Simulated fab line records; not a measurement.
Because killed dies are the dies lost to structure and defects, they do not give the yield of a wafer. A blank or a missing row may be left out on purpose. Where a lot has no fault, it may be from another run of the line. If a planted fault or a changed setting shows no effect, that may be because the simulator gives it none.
8D (eight disciplines) problem report, filled in by code    flow n5-finfet    the parts of the form that need people (team, actions taken, sign-off) are left out

1. THE ISSUE
Mean of susceptor-temp-C at N5_BEOL_M7_ILD_DEP_00: 296.14 C across 6 wafers in 2 lots; on wafers with no fault it is 300.04 C (standard deviation 0.18). That puts it -22 standard deviations away from the usual mean.
The step: deposits SiCOH lowk from DEMS/porogen, target thk 179.75 nm, time 33.4 s.
Seen first at day 13 01:25 on pecvd-02, wafer L218.3. The record has a number at this step for 31 wafers belonging to 11 lots. The rule behind "out" and "out of limits": a value lying over 4 standard deviations away from the usual mean. The rest of the wafers with a number are treated as sound.

2. WHAT IT IS; WHAT IT IS NOT
question                     is                      is not
which readings at this step  susceptor-temp-C        heater-power-w, showerhead-plenum-p-Torr, throttle-valve-pct
which lots                   L218, L220              L206, L210, L215, L217, L221, L225, L226, L227, L229
which wafers of those lots   all that have a number  -
read on which tools          pecvd-02                pecvd-01, pecvd-04
when                         from day 13 01:25       up to then (12 sound wafers); but 13 sound wafers of L221, L225, L226, L227, L229 came after

3. THE SUSPECTS, EACH WITH WHAT RULES IT OUT
Counting: a tool at any process step up to the reading remains a suspect when it ran all the lots that are out and ran no sound lot after the first of those.
- pecvd-02 at N5_BEOL_M7_ILD_DEP_00 (deposits SiCOH lowk from DEMS/porogen, target thk 179.75 nm, time 33.4 s): kept. It ran every lot that is out, first L218 (day 13 01:25), and no sound lot after that; its last sound lot up to then is L217 (day 11 15:59). Out on those wafers are its own readings of susceptor-temp-C.
Left after counting: pecvd-02 at N5_BEOL_M7_ILD_DEP_00.

4. THE CAUSE (what the simulator had put in)
Drift in process parameters on pecvd-02 at N5_BEOL_M7_ILD_DEP_00, starting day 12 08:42. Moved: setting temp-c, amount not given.
The count eliminated every tool but this one.

5. THE CHAIN OF EFFECTS, in route order
Each row: a reading where the mean over the struck wafers with a number is more than 3 standard deviations away from the usual. Only readings for which the record gives a usual standard deviation are gone through. hours: the time from each lot's start at the first step in this table that gives one to its start at this step, as a median over the lots. sigmas: the change in usual standard deviations.
hours  step                   reading           usual     on struck wafers  change  sigmas
0      N5_BEOL_M7_ILD_DEP_00  susceptor-temp-C  300.04 C  296.14            -3.90   -22
The process steps in it:
- N5_BEOL_M7_ILD_DEP_00: deposits SiCOH lowk from DEMS/porogen, target thk 179.75 nm, time 33.4 s.

6. HOW IT WOULD HAVE BEEN CAUGHT EARLIER
First out-of-limits reading in this record: day 13 01:25, which is 17 hours after fault onset at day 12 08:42.
